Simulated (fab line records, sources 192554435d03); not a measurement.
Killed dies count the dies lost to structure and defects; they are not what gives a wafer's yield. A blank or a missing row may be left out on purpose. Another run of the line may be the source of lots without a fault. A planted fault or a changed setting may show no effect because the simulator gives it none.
One fault seen from 2 desks || flow n5Finfet || each desk holds nothing but its own numbers, with what lay behind them at the end

## THE TOOL OWNER'S DESK: rieMetal-02
The tool's own readings at N5_MIM_TOP_ETCH_ETCH_00 (etches TiN in Cl2/BCl3, target depth 38.5 nm): means of the sampled wafers that have a number, for each lot that ran on this tool. A lot is out of limits, marked OUT, if its mean lies more than 4 standard deviations from the usual mean; the brackets give that distance.
Columns: A = biasW at N5_MIM_TOP_ETCH_ETCH_00, usual 126.0 W; B = chamberPressureMTorr at N5_MIM_TOP_ETCH_ETCH_00, usual 9.999 mTorr; C = drypumpMotorCurrentA at N5_MIM_TOP_ETCH_ETCH_00, usual 5.9 A; D = oesProductAu at N5_MIM_TOP_ETCH_ETCH_00, usual 0.81 a.u.; E = rfFwdPowerW at N5_MIM_TOP_ETCH_ETCH_00, usual 995 W; F = throttleValvePct at N5_MIM_TOP_ETCH_ETCH_00, usual 22.65 %
{"lot": "L507", "first seen here": "day 13 04:01", "A": 126.1, "B": 9.997, "C": 5.6, "D": 0.70, "E": 991, "F": 22.72}
{"lot": "L513", "first seen here": "day 14 04:32", "A": 126.0, "B": 9.997, "C": 6.1, "D": 0.75, "E": 998, "F": 22.66}
{"lot": "L509", "first seen here": "day 14 16:46", "A": 126.2, "B": 9.986, "C": 6.1, "D": 0.75, "E": 993, "F": 22.67}
{"lot": "L522", "first seen here": "day 16 08:46", "A": "123.9 (-6.3) OUT", "B": 10.000, "C": 5.6, "D": 0.93, "E": 992, "F": 22.71}
{"lot": "L521", "first seen here": "day 16 20:52", "A": "120.2 (-18) OUT", "B": 10.004, "C": 6.6, "D": 0.76, "E": 997, "F": 22.61}
Finding of this desk: L521, L522 out of limits; the first was L522 at day 16 08:46, on biasW at N5_MIM_TOP_ETCH_ETCH_00. Within limits: L507, L513, L509.

## METROLOGY DESK
Means of the sampled wafers that have a number, per lot and without regard to the tool the lot ran on: this is what the gauges read. A lot is out of limits, marked OUT, if its mean lies more than 4 standard deviations from the usual mean; the brackets give that distance.
Columns: A = M15_THK at N5_BEOL_M15_THK_MEAS_50, usual 870 nm
{"lot": "L507", "first seen here": "day 12 21:56", "A": 875}
{"lot": "L511", "first seen here": "day 13 04:05", "A": 875}
{"lot": "L513", "first seen here": "day 13 23:08", "A": 857}
{"lot": "L514", "first seen here": "day 14 05:46", "A": 866}
{"lot": "L509", "first seen here": "day 14 12:05", "A": 864}
{"lot": "L522", "first seen here": "day 16 05:05", "A": 846}
{"lot": "L521", "first seen here": "day 16 13:40", "A": 885}
{"lot": "L523", "first seen here": "day 16 18:35", "A": 876}
{"lot": "L526", "first seen here": "day 17 11:05", "A": 867}
{"lot": "L525", "first seen here": "day 17 13:17", "A": 890}
This desk's finding: nothing out of limits on any of the 10 lots.

## TAKEN TOGETHER
An alarm could have come from the tool owner's desk at day 16 08:46, on L521, L522.
From the metrology desk's view, nothing was out of limits.
The metrology desk holds a record of L521, L522, inside its limits.
On rieMetal-02, each named lot ran N5_MIM_TOP_ETCH_ETCH_00.

## WHAT WAS PUT IN BY THE SIMULATOR
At N5_MIM_TOP_ETCH_ETCH_00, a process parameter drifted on rieMetal-02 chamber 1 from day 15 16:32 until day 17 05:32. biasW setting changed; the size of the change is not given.
Struck lots among those shown: L521, L522.
Time in hours from fault onset to the first out-of-limits reading at each desk: the tool owner's desk, 16.
